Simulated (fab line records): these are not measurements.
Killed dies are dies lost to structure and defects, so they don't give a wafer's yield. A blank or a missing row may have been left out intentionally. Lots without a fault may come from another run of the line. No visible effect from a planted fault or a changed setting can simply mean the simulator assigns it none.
Which tool is to blame? + flow n5_finfet + 24 lots (72 wafers sampled), 1 step of a 1938-step route

WHAT THE GAUGES READ, wafer by wafer
N5_BEOL_M0_SAQP_OVL_MEAS_15. Usual: M0_CORE_OVL -0.5 nm, standard deviation 0.85.
| lot  | measured     | on         | M0_CORE_OVL (nm) | flag |
|------|--------------|------------|------------------|------|
| L074 | day 5 14:43  | overlay-02 | 0.4 -1.0 -0.3    |      |
| L075 | day 5 19:02  | overlay-01 | 0.5 -0.5 -0.1    |      |
| L076 | day 6 04:23  | overlay-01 | -0.3 -0.1 0.2    |      |
| L077 | day 6 08:34  | overlay-01 | -1.1 -1.0 -0.7   |      |
| L079 | day 6 21:13  | overlay-02 | -0.7 -2.7 -2.1   |      |
| L078 | day 6 22:06  | overlay-01 | 0.5 -0.4 0.3     |      |
| L080 | day 7 01:25  | overlay-01 | -0.9 -1.8 0.3    |      |
| L081 | day 7 04:59  | overlay-01 | -1.5 -2.3 -1.7   |      |
| L082 | day 7 21:03  | overlay-01 | -0.7 -0.4 0.4    |      |
| L083 | day 8 01:52  | overlay-01 | -1.1 -0.1 -1.0   |      |
| L084 | day 8 05:49  | overlay-01 | -1.0 -1.1 0.1    |      |
| L085 | day 8 17:03  | overlay-02 | -0.6 -0.8 -0.2   |      |
| L086 | day 8 20:47  | overlay-02 | -2.2 0.0 -0.1    |      |
| L087 | day 8 23:46  | overlay-01 | 0.5 0.6 0.8      |      |
| L088 | day 9 02:48  | overlay-02 | -1.1 -1.0 -0.6   |      |
| L089 | day 9 06:34  | overlay-02 | 1.2 -0.7 -1.4    |      |
| L090 | day 9 10:11  | overlay-01 | -1.5 -1.2 0.0    |      |
| L091 | day 9 19:15  | overlay-02 | -1.5 -1.1 -0.9   |      |
| L092 | day 9 22:08  | overlay-02 | 0.5 0.5 0.0      |      |
| L093 | day 10 08:36 | overlay-01 | 0.1 0.6 -0.2     |      |
| L094 | day 10 11:46 | overlay-01 | -1.1 0.2 -0.8    |      |
| L095 | day 10 22:35 | overlay-02 | -0.8 -0.2 -0.4   |      |
| L096 | day 11 01:20 | overlay-01 | -0.3 -1.1 -0.6   |      |
| L097 | day 11 12:19 | overlay-02 | 0.3 -0.5 1.1     |      |

TOOL THAT RAN EACH LOT (tool first, then ch and the chambers of the sampled wafers, then the start)
There is no process step in the record ahead of these readings.

AS READ BY THE TOOLS THEMSELVES (means over the sampled wafers that have a number; for cases with no such wafer, the mark the record gives instead)
The record holds no such reading with a usual standard deviation.

THE ANSWER, worked out from the rows above alone
Rule: lot off if the mean of its wafers having a number is beyond 3 standard deviations from the usual mean. Also off: a lot with no number at a reading for which 4 or more lots have one. Any other lot the step has rows for is counted as sound. Order of review: gauges by route order, followed by the tools' own readings, for which a lot's mean as printed above is used. The first step at which some lot is off is used, and at that step the reading that is off furthest; a lot without a number counts as furthest.
No lot is off on any of the readings shown, so nothing can be concluded from this.

WHAT THE SIMULATOR HAD PUT IN
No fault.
